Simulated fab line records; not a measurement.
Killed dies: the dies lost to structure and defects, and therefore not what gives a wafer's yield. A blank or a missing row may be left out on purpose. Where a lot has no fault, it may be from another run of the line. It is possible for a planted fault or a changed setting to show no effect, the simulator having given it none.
Which tool did it? -- flow nand harc -- 72 wafers from 24 lots sampled at 4 of the route's 1302 steps

== WHAT EACH GAUGE READ, for each wafer ==
NHARC_A_SGD_CUT_CD_MEAS_09 targets a cd of 100 nm.
lot,measured,on,cd nm (nm)
L074,day 19 16:28,cd sem-01,100.5 99.7 101.1
L075,day 19 16:18,cd sem-02,99.8 99.7 100.1
L076,day 20 05:45,cd sem-03,99.9 100.0 100.6
L078,day 20 12:41,cd sem-03,99.4 100.0 99.7
L079,day 20 21:58,cd sem-03,100.9 100.1 100.6
L077,day 20 22:26,cd sem-01,99.8 99.4 99.8
L080,day 20 22:16,cd sem-02,100.2 100.3 99.6
L082,day 21 23:39,cd sem-01,99.6 100.2 100.1
L081,day 21 23:29,cd sem-01,101.3 100.2 100.3
L083,day 22 14:11,cd sem-01,100.0 101.0 100.3
L085,day 23 09:58,cd sem-03,99.7 99.5 99.9
L084,day 23 09:48,cd sem-02,100.2 99.9 100.1
L086,day 23 20:34,cd sem-03,100.9 100.4 100.6
L088,day 25 02:39,cd sem-03,100.7 100.0 99.6
L087,day 25 00:10,cd sem-01,100.0 100.7 100.1
L089,day 25 00:00,cd sem-02,99.3 99.6 100.4
L090,day 25 00:19,cd sem-03,99.6 99.4 98.9
L093,day 26 20:54,cd sem-02,99.6 100.1 100.2
L091,day 26 23:46,cd sem-01,99.5 99.0 99.4
L092,day 26 20:36,cd sem-02,99.7 99.2 99.0
L094,day 27 20:02,cd sem-02,99.4 100.3 99.3
L095,day 28 01:41,cd sem-01,100.1 100.1 99.7
L096,day 28 01:25,cd sem-02,99.9 100.4 99.7
L097,day 28 17:25,cd sem-02,99.9 99.4 100.5

== WHAT TOOL EACH LOT RAN ON (gives the tool, then ch and the chambers of the sampled wafers, and finally the start) ==
lot,NHARC_A_STAIRCASE_DEP_325,NHARC_A_STAIRCASE_ETCH_444,NHARC_A_STAIRCASE_CMP_152
L074,"pecvd-04 ch 0,1,2, day 18 20:01","rie diel-02 ch 0,1,3, day 19 10:10","cmp-01 ch 1,2, day 19 13:59"
L075,"pecvd-02 ch 1,2, day 18 20:06","rie diel-09 ch 0,1,3, day 19 09:29","cmp-04 ch 0,3, day 19 13:49"
L076,"pecvd-02 ch 1,2, day 19 12:53","rie diel-02 ch 0,1,2, day 19 22:03","cmp-04 ch 0,3, day 20 02:53"
L078,"pecvd-03 ch 0,2, day 19 19:41","rie diel-09 ch 0,1,3, day 20 05:25","cmp-04 ch 1,2,3, day 20 10:11"
L079,"pecvd-02 ch 0,1,2, day 20 03:34","rie diel-06 ch 1,2,3, day 20 15:16","cmp-04 ch 0,1, day 20 19:34"
L077,"pecvd-03 ch 0,2, day 20 03:40","rie diel-02 ch 2,3, day 20 14:38","cmp-01 ch 0,1,3, day 20 19:53"
L080,"pecvd-02 ch 0,1, day 20 04:08","rie diel-09 ch 1,2, day 20 14:29","cmp-03 ch 0,1,3, day 20 19:46"
L082,"pecvd-04 ch 0,1,2, day 21 05:11","rie diel-06 ch 0,2,3, day 21 15:28","cmp-04 ch 0,1,2, day 21 20:16"
L081,"pecvd-03 ch 0,1,2, day 21 05:16","rie diel-09 ch 1,2,3, day 21 15:09","cmp-03 ch 0,1,2, day 21 20:25"
L083,"pecvd-02 ch 1,2, day 21 22:22","rie diel-09 ch 0,3, day 22 06:53","cmp-03 ch 1,3, day 22 11:41"
L085,"pecvd-03 ch 0,1,2, day 22 17:25","rie diel-06 ch 1,2,3, day 23 02:09","cmp-03 ch 0,1,2, day 23 07:26"
L084,"pecvd-04 ch 1, day 22 17:34","rie diel-02 ch 0,1,2, day 23 02:25","cmp-01 ch 0,1,2, day 23 07:11"
L086,"pecvd-03 ch 1,2, day 23 04:21","rie diel-02 ch 0,1,2, day 23 13:14","cmp-01 ch 0,1,3, day 23 18:02"
L088,"pecvd-04 ch 0,1,2, day 24 07:31","rie diel-09 ch 0,1, day 24 19:07","cmp-03 ch 1,2,3, day 25 00:04"
L087,"pecvd-02 ch 0,1,2, day 24 07:50","rie diel-09 ch 0,2, day 24 16:14","cmp-01 ch 0,1,2, day 24 21:09"
L089,"pecvd-04 ch 1,2, day 24 08:05","rie diel-02 ch 0,2,3, day 24 16:52","cmp-04 ch 0,3, day 24 21:10"
L090,"pecvd-02 ch 0,1,2, day 24 08:19","rie diel-06 ch 0,1, day 24 16:32","cmp-03 ch 2,3, day 24 21:21"
L093,"pecvd-04 ch 0,1,2, day 26 04:04","rie diel-02 ch 0,1,2, day 26 13:34","cmp-04 ch 1,2,3, day 26 18:22"
L091,"pecvd-02 ch 0,2, day 26 04:04","rie diel-02 ch 1,2,3, day 26 16:25","cmp-03 ch 0,1,2, day 26 21:16"
L092,"pecvd-03 ch 0,2, day 26 04:10","rie diel-06 ch 1,2,3, day 26 13:23","cmp-03 ch 0,1,3, day 26 18:13"
L094,"pecvd-02 ch 0,1, day 27 02:58","rie diel-06 ch 0,1,3, day 27 12:54","cmp-01 ch 0,1,2, day 27 17:16"
L095,"pecvd-02 ch 0,1, day 27 09:01","rie diel-06 ch 1,2,3, day 27 17:52","cmp-01 ch 0,2,3, day 27 23:10"
L096,"pecvd-03 ch 0,1,2, day 27 09:10","rie diel-02 ch 0,1,2, day 27 18:36","cmp-01 ch 1,2,3, day 27 22:56"
L097,"pecvd-04 ch 0,2, day 28 00:44","rie diel-06 ch 0,2,3, day 28 10:41","cmp-01 ch 0,3, day 28 15:01"
- NHARC_A_STAIRCASE_DEP_325: deposits SiO2, target thk 7200 nm.
- NHARC_A_STAIRCASE_ETCH_444: etches the open film in C4F8/O2, target depth 20400 nm, time 6800 s.
- NHARC_A_STAIRCASE_CMP_152: polishes.

== WHAT THE TOOLS THEMSELVES READ (means of the sampled wafers that have a number; where no wafer has one, the mark that the record gives instead) ==
NHARC_A_STAIRCASE_DEP_325.
lot,tool,heater power outer w (W),heater power w (W)
L074,pecvd-04,404,688
L075,pecvd-02,385,674
L076,pecvd-02,336,588
L078,pecvd-03,387,678
L079,pecvd-02,384,627
L077,pecvd-03,380,667
L080,pecvd-02,396,623
L082,pecvd-04,422,721
L081,pecvd-03,416,702
L083,pecvd-02,367,644
L085,pecvd-03,412,686
L084,pecvd-04,418,679
L086,pecvd-03,374,628
L088,pecvd-04,382,680
L087,pecvd-02,378,639
L089,pecvd-04,383,671
L090,pecvd-02,379,637
L093,pecvd-04,410,714
L091,pecvd-02,429,659
L092,pecvd-03,404,670
L094,pecvd-02,394,616
L095,pecvd-02,401,620
L096,pecvd-03,362,642
L097,pecvd-04,379,711

NHARC_A_STAIRCASE_ETCH_444.
lot,tool,oes product au (a.u.),rf vpp V (V)
L074,rie diel-02,0.948,806
L075,rie diel-09,0.926,810
L076,rie diel-02,0.923,802
L078,rie diel-09,0.924,810
L079,rie diel-06,0.930,808
L077,rie diel-02,0.923,812
L080,rie diel-09,0.911,808
L082,rie diel-06,0.972,809
L081,rie diel-09,0.925,808
L083,rie diel-09,0.973,808
L085,rie diel-06,0.958,807
L084,rie diel-02,0.922,803
L086,rie diel-02,0.934,803
L088,rie diel-09,0.942,812
L087,rie diel-09,0.929,809
L089,rie diel-02,0.919,809
L090,rie diel-06,0.926,801
L093,rie diel-02,0.946,803
L091,rie diel-02,0.949,807
L092,rie diel-06,0.929,807
L094,rie diel-06,0.927,804
L095,rie diel-06,0.927,805
L096,rie diel-02,0.930,802
L097,rie diel-06,0.928,809

NHARC_A_STAIRCASE_CMP_152.
lot,tool,motor current A (A),pad life wafers,slurry flow ml min
L074,cmp-01,14.0,181,149.4
L075,cmp-04,11.7,158,149.9
L076,cmp-04,11.2,228,150.4
L078,cmp-04,12.6,254,150.1
L079,cmp-04,11.1,302,149.8
L077,cmp-01,12.2,338,149.7
L080,cmp-03,12.2,62,149.7
L082,cmp-04,12.1,404,149.9
L081,cmp-03,12.8,163,149.6
L083,cmp-03,12.2,223,149.8
L085,cmp-03,12.4,302,149.8
L084,cmp-01,13.2,133,149.7
L086,cmp-01,12.4,188,150.4
L088,cmp-03,12.1,99,149.9
L087,cmp-01,13.5,302,150.0
L089,cmp-04,10.9,276,150.2
L090,cmp-03,12.6,73,149.8
L093,cmp-04,12.5,38,149.8
L091,cmp-03,12.5,289,150.0
L092,cmp-03,12.5,266,150.0
L094,cmp-01,13.1,213,149.6
L095,cmp-01,12.5,254,149.8
L096,cmp-01,12.8,243,150.1
L097,cmp-01,11.8,338,149.8

== THE ANSWER, worked out from the rows above alone ==
Rule: the usual values come from the lots themselves. Put in order of their means at a reading, lots are off if they are a third of the lots or fewer, leave a main group of 4 or more, and stand apart from it by a gap of 3 or more times the standard deviation of the main group's means; of several such gaps the widest counts. A main group whose means are all the same, to the digits that the tables above print for the reading, isn't used. Also off: a lot with no number at a reading for which 4 or more lots have one. The other lots that the step has rows for count as sound. The gauges are gone through in route order, then the tools' own readings, and for those a lot's mean is taken as printed above. At the first step where some lot is off, the reading lying furthest off is the one used; lots without a number count as furthest.
No lot is off at any reading shown: from this, nothing can be told.

== WHAT THE SIMULATOR PUT IN ==
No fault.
